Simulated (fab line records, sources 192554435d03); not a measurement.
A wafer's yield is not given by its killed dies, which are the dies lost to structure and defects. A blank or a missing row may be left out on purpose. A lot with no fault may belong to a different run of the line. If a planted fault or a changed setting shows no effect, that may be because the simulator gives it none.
Which tool was responsible? ; flow n5_finfet ; Sampling: 14 lots, 42 wafers, 4 of 1938 route steps

## WHAT EACH GAUGE READ, for each wafer
The record lacks any reading of a measuring or inspecting step that a usual standard deviation could be used to judge.

## WHICH TOOL RAN EACH LOT (tool, then ch and the chambers of the sampled wafers, then the start)
lot;N5_FIN_SAQP_MANDREL2_REMOVE_60;N5_FIN_SAQP_HM_CD_35;N5_FIN_CUT_DEVELOP_07;N5_FIN_CUT_STRIP_24
L255;rie_si-03 ch 0,1,3, day 2 01:28;cd_sem-01, day 2 01:56;litho_track-02 ch 0, day 2 02:37;rie_diel-02 ch 2,3, day 2 03:13
L256;rie_si-01 ch 1,2,3, day 2 08:20;cd_sem-01, day 2 08:42;litho_track-04 ch 0, day 2 09:16;rie_diel-02 ch 1,3, day 2 09:53
L258;rie_si-01 ch 1,2,3, day 2 19:26;cd_sem-01, day 2 19:49;litho_track-04 ch 0, day 2 20:30;rie_diel-04 ch 0,3, day 2 21:06
L259;rie_si-06 ch 0,1, day 3 01:56;cd_sem-02, day 3 02:25;litho_track-05 ch 0, day 3 02:59;rie_diel-02 ch 0,2,3, day 3 03:44
L261;rie_si-01 ch 0,1,2, day 3 13:39;cd_sem-01, day 3 14:08;litho_track-02 ch 0, day 3 14:41;rie_diel-05 ch 0,1, day 3 15:17
L262;rie_si-01 ch 0,2, day 3 19:38;cd_sem-03, day 3 20:01;litho_track-02 ch 0, day 3 20:34;rie_diel-04 ch 1,2, day 3 21:10
L263;rie_si-06 ch 0,1,2, day 4 04:33;cd_sem-03, day 4 04:56;litho_track-05 ch 0, day 4 05:39;rie_diel-04 ch 0,1,2, day 4 06:15
L269;rie_si-01 ch 0,1, day 5 13:31;cd_sem-01, day 5 13:56;litho_track-05, day 5 14:30;rie_diel-04 ch 0,2,3, day 5 15:06
L270;rie_si-01 ch 2,3, day 5 19:50;cd_sem-01, day 5 20:22;litho_track-02, day 5 20:57;rie_diel-05 ch 0,1,2, day 5 21:44
L272;rie_si-01 ch 0,2,3, day 6 08:40;cd_sem-01, day 6 09:02;litho_track-05 ch 0, day 6 09:43;rie_diel-04 ch 0,2,3, day 6 10:19
L273;rie_si-01 ch 1,2,3, day 6 14:33;cd_sem-03, day 6 14:56;litho_track-02 ch 0, day 6 15:31;rie_diel-02 ch 0,2,3, day 6 16:08
L274;rie_si-06 ch 0,1,3, day 6 19:35;cd_sem-03, day 6 20:04;litho_track-02 ch 0, day 6 20:38;rie_diel-02 ch 0,2, day 6 21:13
L276;rie_si-03 ch 0,2,3, day 7 07:54;cd_sem-02, day 7 08:17;litho_track-04 ch 0, day 7 08:50;rie_diel-04 ch 1,2,3, day 7 09:26
L278;rie_si-03 ch 0,1,3, day 7 19:39;cd_sem-01, day 7 20:02;litho_track-02 ch 0, day 8 01:14;rie_diel-02 ch 0,2,3, day 8 01:54
- N5_FIN_SAQP_MANDREL2_REMOVE_60: chemistry HBr/Cl2/O2, target a-Si, stops on SiNx, bt time 10 s.
- N5_FIN_SAQP_HM_CD_35: target cd 8 nm.
- N5_FIN_CUT_DEVELOP_07: develop time 30 s.
- N5_FIN_CUT_STRIP_24: strips in CF4.

## AS READ BY THE TOOLS THEMSELVES (means over the sampled wafers that have a number; for cases with no such wafer, the mark the record gives instead)
N5_FIN_SAQP_MANDREL2_REMOVE_60. Usual: O2_flow_sccm 5.000 sccm, standard deviation 0.015; drypump_motor_current_A 5.5 A, standard deviation 0.43; oes_product_au 0.999 a.u., standard deviation 0.025; throttle_valve_pct 36.72 %, standard deviation 0.24.
lot;tool;O2_flow_sccm (sccm);drypump_motor_current_A (A);oes_product_au (a.u.);throttle_valve_pct (%);flag
L255;rie_si-03;4.994;5.3;1.028;36.60;
L256;rie_si-01;4.993;5.9;0.994;36.67;
L258;rie_si-01;5.010;5.8;0.995;36.69;
L259;rie_si-06;5.001;5.4;0.996;36.75;
L261;rie_si-01;4.998;5.6;0.975;36.71;
L262;rie_si-01;4.995;5.2;0.969;36.77;
L263;rie_si-06;4.994;5.5;1.004;36.89;
L269;rie_si-01;5.009;6.0;0.995;36.64;
L270;rie_si-01;4.977;5.8;0.985;36.61;
L272;rie_si-01;5.001;5.6;0.974;36.66;
L273;rie_si-01;4.989;5.8;0.984;36.68;
L274;rie_si-06;5.003;5.6;0.994;36.78;
L276;rie_si-03;4.997;5.2;1.010;36.82;
L278;rie_si-03;5.001;5.3;1.023;36.59;

N5_FIN_SAQP_HM_CD_35. Usual: 8.11 nm for cd_nm, sd 0.26.
lot;tool;cd_nm (nm);flag
L255;cd_sem-01;8.05;
L256;cd_sem-01;8.10;
L258;cd_sem-01;8.16;
L259;cd_sem-02;8.08;
L261;cd_sem-01;8.06;
L262;cd_sem-03;7.98;
L263;cd_sem-03;7.95;
L269;cd_sem-01;7.94;
L270;cd_sem-01;8.38;
L272;cd_sem-01;8.25;
L273;cd_sem-03;8.34;
L274;cd_sem-03;8.25;
L276;cd_sem-02;8.03;
L278;cd_sem-01;7.82;

N5_FIN_CUT_DEVELOP_07. Usual: 22.97 C for chill_plate_temp_C, sd 0.093.
lot;tool;chill_plate_temp_C (C);flag
L255;litho_track-02;23.05;
L256;litho_track-04;22.98;
L258;litho_track-04;23.00;
L259;litho_track-05;23.02;
L261;litho_track-02;22.92;
L262;litho_track-02;22.87;
L263;litho_track-05;22.94;
L269;litho_track-05;-;OFF
L270;litho_track-02;-;OFF
L272;litho_track-05;22.96;
L273;litho_track-02;23.06;
L274;litho_track-02;22.96;
L276;litho_track-04;22.97;
L278;litho_track-02;22.87;

N5_FIN_CUT_STRIP_24. Usual: drypump_motor_current_A 5.6 A, standard deviation 0.46; oes_product_au 0.78 a.u., standard deviation 0.091; rf_vpp_V 270.9 V, standard deviation 1.7; showerhead_plenum_p_Torr 1.79 Torr, standard deviation 0.071; throttle_valve_pct 13.68 %, standard deviation 0.19.
lot;tool;drypump_motor_current_A (A);oes_product_au (a.u.);rf_vpp_V (V);showerhead_plenum_p_Torr (Torr);throttle_valve_pct (%);flag
L255;rie_diel-02;5.7;0.68;269.7;1.74;13.92;
L256;rie_diel-02;5.5;0.68;270.2;1.77;13.98;
L258;rie_diel-04;5.7;0.78;270.0;1.72;13.66;
L259;rie_diel-02;5.7;0.79;272.0;1.82;13.69;
L261;rie_diel-05;5.7;0.71;269.8;1.74;13.74;
L262;rie_diel-04;5.8;0.86;272.6;1.87;13.68;
L263;rie_diel-04;5.4;0.77;271.2;1.79;13.73;
L269;rie_diel-04;5.7;0.79;270.3;1.78;13.73;
L270;rie_diel-05;5.7;0.74;270.1;1.75;13.70;
L272;rie_diel-04;5.7;0.78;270.2;1.77;13.75;
L273;rie_diel-02;5.8;0.85;271.2;1.82;13.54;
L274;rie_diel-02;5.8;0.83;272.1;1.87;13.54;
L276;rie_diel-04;5.8;0.78;272.0;1.80;13.72;
L278;rie_diel-02;5.7;0.84;271.7;1.81;13.56;

## THE ANSWER, worked out from the rows above alone
Rule: take the mean of a lot's wafers that have a number; if it is more than 3 standard deviations from the usual mean, the lot is off. A lot without any number at a reading at which 4 lots or more have one is off too. Any other lot the step has rows for is counted as sound. Order of review: gauges by route order, followed by the tools' own readings, for which a lot's mean as printed above is used. At the first step where some lot is off, the reading lying furthest off is the one used; lots without a number count as furthest.
Off, at N5_FIN_CUT_DEVELOP_07 on chill_plate_temp_C: L269, L270. Without a number there: L269, L270.
A tool fits if, at that step or a process step before it, it ran every lot that is off, and no sound lot after the first of them. No candidate that was tried fits.

## WHAT WAS PUT IN BY THE SIMULATOR
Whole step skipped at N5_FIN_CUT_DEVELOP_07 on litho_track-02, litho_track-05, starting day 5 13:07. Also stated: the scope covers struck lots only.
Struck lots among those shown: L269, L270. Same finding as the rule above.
